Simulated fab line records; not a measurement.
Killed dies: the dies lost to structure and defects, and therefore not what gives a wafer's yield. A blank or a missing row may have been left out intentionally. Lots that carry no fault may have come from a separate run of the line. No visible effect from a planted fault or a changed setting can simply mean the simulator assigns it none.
Matching of chambers / flow n5 finfet / rie diel-06 running N5_BEOL_M2_ETCH_70: 4 sister chambers
The step etches SOC in N2/H2, target depth 80 nm, overetch 24 nm, time 130 s. 16 wafers are shown with their chamber, then 8 later ones without.

WAFERS PAIRED WITH THEIR CHAMBERS
wafer=L074.1; chamber=3; showerhead plenum p Torr (Torr)=2.49; throttle valve pct (%)=17.3; oes product au (a.u.)=0.68
wafer=L074.5; chamber=3; showerhead plenum p Torr (Torr)=2.49; throttle valve pct (%)=17.3; oes product au (a.u.)=0.68
wafer=L074.6; chamber=0; showerhead plenum p Torr (Torr)=2.63; throttle valve pct (%)=17.9; oes product au (a.u.)=0.55
wafer=L076.4; chamber=1; showerhead plenum p Torr (Torr)=2.60; throttle valve pct (%)=17.5; oes product au (a.u.)=0.61
wafer=L076.5; chamber=0; showerhead plenum p Torr (Torr)=2.63; throttle valve pct (%)=18.0; oes product au (a.u.)=0.55
wafer=L076.6; chamber=1; showerhead plenum p Torr (Torr)=2.60; throttle valve pct (%)=17.5; oes product au (a.u.)=0.61
wafer=L079.1; chamber=1; showerhead plenum p Torr (Torr)=2.59; throttle valve pct (%)=17.5; oes product au (a.u.)=0.61
wafer=L079.3; chamber=3; showerhead plenum p Torr (Torr)=2.49; throttle valve pct (%)=17.3; oes product au (a.u.)=0.66
wafer=L079.4; chamber=2; showerhead plenum p Torr (Torr)=2.59; throttle valve pct (%)=17.5; oes product au (a.u.)=0.71
wafer=L084.1; chamber=0; showerhead plenum p Torr (Torr)=2.62; throttle valve pct (%)=18.0; oes product au (a.u.)=0.54
wafer=L084.4; chamber=2; showerhead plenum p Torr (Torr)=2.59; throttle valve pct (%)=17.6; oes product au (a.u.)=0.67
wafer=L084.6; chamber=0; showerhead plenum p Torr (Torr)=2.62; throttle valve pct (%)=18.0; oes product au (a.u.)=0.55
wafer=L088.1; chamber=2; showerhead plenum p Torr (Torr)=2.58; throttle valve pct (%)=17.6; oes product au (a.u.)=0.66
wafer=L088.3; chamber=0; showerhead plenum p Torr (Torr)=2.62; throttle valve pct (%)=18.0; oes product au (a.u.)=0.54
wafer=L088.5; chamber=3; showerhead plenum p Torr (Torr)=2.48; throttle valve pct (%)=17.4; oes product au (a.u.)=0.63
wafer=L092.2; chamber=3; showerhead plenum p Torr (Torr)=2.48; throttle valve pct (%)=17.4; oes product au (a.u.)=0.62

SIGNATURES (averages over the wafers above)
reading=showerhead plenum p Torr; chamber 0=2.6240; chamber 1=2.5967; chamber 2=2.5867; chamber 3=2.4860; scatter within a chamber=0.00558
reading=throttle valve pct; chamber 0=17.980; chamber 1=17.500; chamber 2=17.567; chamber 3=17.340; scatter within a chamber=0.0471
reading=oes product au; chamber 0=0.5460; chamber 1=0.6100; chamber 2=0.6800; chamber 3=0.6540; scatter within a chamber=0.0197
Rule: a wafer's distance from a chamber is the root of the sum, over the readings, of the square of ((its reading less the chamber's mean) divided by the reading's scatter). The wafer belongs to the nearest chamber; if the next one is less than 2 further off, it can't be placed. The scatter: take each reading less its chamber's mean, square it, sum over the shown wafers, divide by the number of wafers less the number of chambers, and take the root.

WAFERS MISSING THEIR CHAMBER
wafer=L092.4; showerhead plenum p Torr (Torr)=2.58; throttle valve pct (%)=17.6; oes product au (a.u.)=0.65
wafer=L092.6; showerhead plenum p Torr (Torr)=2.48; throttle valve pct (%)=17.4; oes product au (a.u.)=0.62
wafer=L094.2; showerhead plenum p Torr (Torr)=2.47; throttle valve pct (%)=17.4; oes product au (a.u.)=0.63
wafer=L094.3; showerhead plenum p Torr (Torr)=2.58; throttle valve pct (%)=17.6; oes product au (a.u.)=0.58
wafer=L094.5; showerhead plenum p Torr (Torr)=2.58; throttle valve pct (%)=17.6; oes product au (a.u.)=0.58
wafer=L095.1; showerhead plenum p Torr (Torr)=2.61; throttle valve pct (%)=18.0; oes product au (a.u.)=0.53
wafer=L095.2; showerhead plenum p Torr (Torr)=2.58; throttle valve pct (%)=17.6; oes product au (a.u.)=0.65
wafer=L095.4; showerhead plenum p Torr (Torr)=2.47; throttle valve pct (%)=17.4; oes product au (a.u.)=0.62

EACH ONE'S CHAMBER
wafer=L092.4; from the rows above=2; in truth=2
wafer=L092.6; from the rows above=3; in truth=3
wafer=L094.2; from the rows above=3; in truth=3
wafer=L094.3; from the rows above=can't be placed: 1 or 2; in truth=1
wafer=L094.5; from the rows above=can't be placed: 1 or 2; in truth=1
wafer=L095.1; from the rows above=0; in truth=0
wafer=L095.2; from the rows above=2; in truth=2
wafer=L095.4; from the rows above=3; in truth=3
Placed correctly: 6 of 8. Cannot be placed on the basis of these rows: 2; the candidates contain the true chamber in 2. Placed wrongly: 0.
